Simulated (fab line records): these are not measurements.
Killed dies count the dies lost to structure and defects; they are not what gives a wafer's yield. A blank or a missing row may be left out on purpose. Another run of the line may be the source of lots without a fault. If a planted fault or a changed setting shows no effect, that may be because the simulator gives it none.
8D (eight disciplines) problem report, filled in by code ; flow nandHarc ; the parts of the form that need people (team, actions taken, sign-off) are left out

== 1. PROBLEM STATEMENT ==
At NHARC_A_ONON_D2_THK_MEAS_08, thkNm averages 1340 nm over 3 wafers from 2 lots, while fault-free wafers read 1000 nm, standard deviation 8.9. Measured from the usual mean, that is +38 standard deviations.
The step: measures by ellipsometry.
The first sign was on wafer L985.2 at day 19 01:21, on filmMetro-02. The record holds 40 wafers of 14 lots with a number at this step. By rule, "out" or "out of limits" means more than 4 standard deviations away from the usual mean. The other wafers with a number count as sound.

== 2. WHAT IT IS; WHAT IT IS NOT ==
question;is;is not
which readings at this step;thkNm;-
which lots;L985, L987;L969, L970, L971, L973, L974, L975, L976, L979, L980, L989, L990, L992
which wafers of those lots;L985.2, L985.4, L987.2;L987.1
read on which gauges;filmMetro-02;filmMetro-01
when;from day 19 01:21;"up to then (27 sound wafers); but 10 sound wafers of L987, L989, L990, L992 came after"

== 3. SUSPECTS, AND WHAT RULES EACH OUT ==
Counting: if a tool at a process step up to the reading ran every lot that is out, it stays a suspect. Sound lots after the first of them don't rule it out here, since some wafers of a struck lot are sound.
- the gauge at NHARC_A_ONON_D2_THK_MEAS_08: ruled out. All the wafers that are out were read on filmMetro-02, but those of them that NHARC_END_SORT_01 has rows for are out there too, on other tools.
- pecvdOnon-01 at NHARC_A_ONON_D2_DEP_06 (target thk 1000 nm): kept. Ran every lot that is out, first one L985 (day 19 00:53); last sound lot up to then L979 (day 17 06:21).
Left after counting: pecvdOnon-01 at NHARC_A_ONON_D2_DEP_06.

== 4. THE CAUSE (what the simulator had put in) ==
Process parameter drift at NHARC_A_ONON_D2_DEP_06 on pecvdOnon-01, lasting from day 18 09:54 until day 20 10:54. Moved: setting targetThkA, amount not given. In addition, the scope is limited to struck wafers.
This tool alone remained once counting was done.

== 5. SEQUENCE OF EFFECTS, ordered by route ==
Rows list readings where the struck wafers' mean (over those with a number) sits beyond 3 standard deviations from the usual. Readings are gone through only where the record gives a usual standard deviation; hours: the median, over the lots, of the time from a lot's start at the first step in this table giving one to that lot's start at this step; sigmas: the change measured in usual standard deviations.
hours;step;reading;usual;on struck wafers;change;sigmas
0;NHARC_A_ONON_D2_THK_MEAS_08;thkNm;1000 nm;1340;+340;+38
286;NHARC_END_SORT_01;killedAtArray;54;673;+619;+29
286;NHARC_END_SORT_01;killedDies;58;677;+619;+29

== 6. WHAT WOULD HAVE CAUGHT IT SOONER ==
In this record the first reading out of limits at a measuring or inspecting step was taken at day 19 01:21, 15 hours after the fault began at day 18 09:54.
An alarm limit of 4 standard deviations would not have fired on the tool readings at NHARC_A_ONON_D2_DEP_06 for which the record gives a usual standard deviation, since none of them was out on any struck wafer.
L987, from the lots that are out (2), started NHARC_A_ONON_D2_DEP_06 on pecvdOnon-01 later than day 19 01:21. Holding the tool at that time would have saved it.
